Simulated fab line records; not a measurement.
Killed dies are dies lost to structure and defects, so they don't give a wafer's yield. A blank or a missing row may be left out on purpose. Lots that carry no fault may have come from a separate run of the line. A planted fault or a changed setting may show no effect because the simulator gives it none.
Matching of chambers :: flow n5_finfet :: cvd_co-01 running N5_BEOL_M3_CO_CAP_55: 3 sister chambers
The step material Co, precursor CCTBA/H2, target thk 2 nm, time 102.1 s. 20 wafers are shown with their chamber, then 10 later ones without.

WAFERS WITH THEIR CHAMBER
wafer: L076.4
chamber: 0
heater_power_w (W): 227

wafer: L076.5
chamber: 2
heater_power_w (W): 258

wafer: L076.6
chamber: 1
heater_power_w (W): 243

wafer: L078.1
chamber: 0
heater_power_w (W): 231

wafer: L078.5
chamber: 0
heater_power_w (W): 230

wafer: L078.6
chamber: 2
heater_power_w (W): 253

wafer: L079.1
chamber: 2
heater_power_w (W): 256

wafer: L079.4
chamber: 2
heater_power_w (W): 257

wafer: L079.5
chamber: 1
heater_power_w (W): 236

wafer: L082.3
chamber: 2
heater_power_w (W): 255

wafer: L082.5
chamber: 2
heater_power_w (W): 260

wafer: L082.6
chamber: 1
heater_power_w (W): 244

wafer: L086.2
chamber: 2
heater_power_w (W): 256

wafer: L086.3
chamber: 1
heater_power_w (W): 239

wafer: L086.6
chamber: 0
heater_power_w (W): 226

wafer: L088.4
chamber: 2
heater_power_w (W): 257

wafer: L088.5
chamber: 0
heater_power_w (W): 222

wafer: L088.6
chamber: 1
heater_power_w (W): 239

wafer: L087.1
chamber: 2
heater_power_w (W): 260

wafer: L087.5
chamber: 2
heater_power_w (W): 259

SIGNATURES, as means of the wafers listed above
reading: heater_power_w
chamber 0: 227.20
chamber 1: 240.20
chamber 2: 257.10
scatter within a chamber: 2.85
Rule: for each reading, subtract the chamber's mean from the wafer's reading, divide by that reading's scatter and square the result; add these up over the readings and take the root, which gives the wafer's distance from the chamber. If the next closest chamber is less than 2 further off than the closest, the wafer can't be placed; otherwise it belongs to the closest. The scatter is the square root of a quotient: the sum, over the shown wafers, of each reading's squared deviation from its chamber's mean, divided by wafers minus chambers.

WAFERS WHOSE CHAMBER IS MISSING
wafer: L087.6
heater_power_w (W): 224

wafer: L092.1
heater_power_w (W): 257

wafer: L092.2
heater_power_w (W): 242

wafer: L092.3
heater_power_w (W): 224

wafer: L095.2
heater_power_w (W): 258

wafer: L095.5
heater_power_w (W): 265

wafer: L095.6
heater_power_w (W): 241

wafer: L097.3
heater_power_w (W): 221

wafer: L097.4
heater_power_w (W): 229

wafer: L097.5
heater_power_w (W): 247

EACH ONE'S CHAMBER
wafer: L087.6
from the rows above: 0
in truth: 0

wafer: L092.1
from the rows above: 2
in truth: 2

wafer: L092.2
from the rows above: 1
in truth: 1

wafer: L092.3
from the rows above: 0
in truth: 0

wafer: L095.2
from the rows above: 2
in truth: 2

wafer: L095.5
from the rows above: 2
in truth: 2

wafer: L095.6
from the rows above: 1
in truth: 1

wafer: L097.3
from the rows above: 0
in truth: 0

wafer: L097.4
from the rows above: 0
in truth: 0

wafer: L097.5
from the rows above: can't be placed: 1 or 2
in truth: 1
Correctly placed: 9 of 10. Cannot be placed on the basis of these rows: 1; the candidates contain the true chamber in 1. Number placed wrongly: 0.
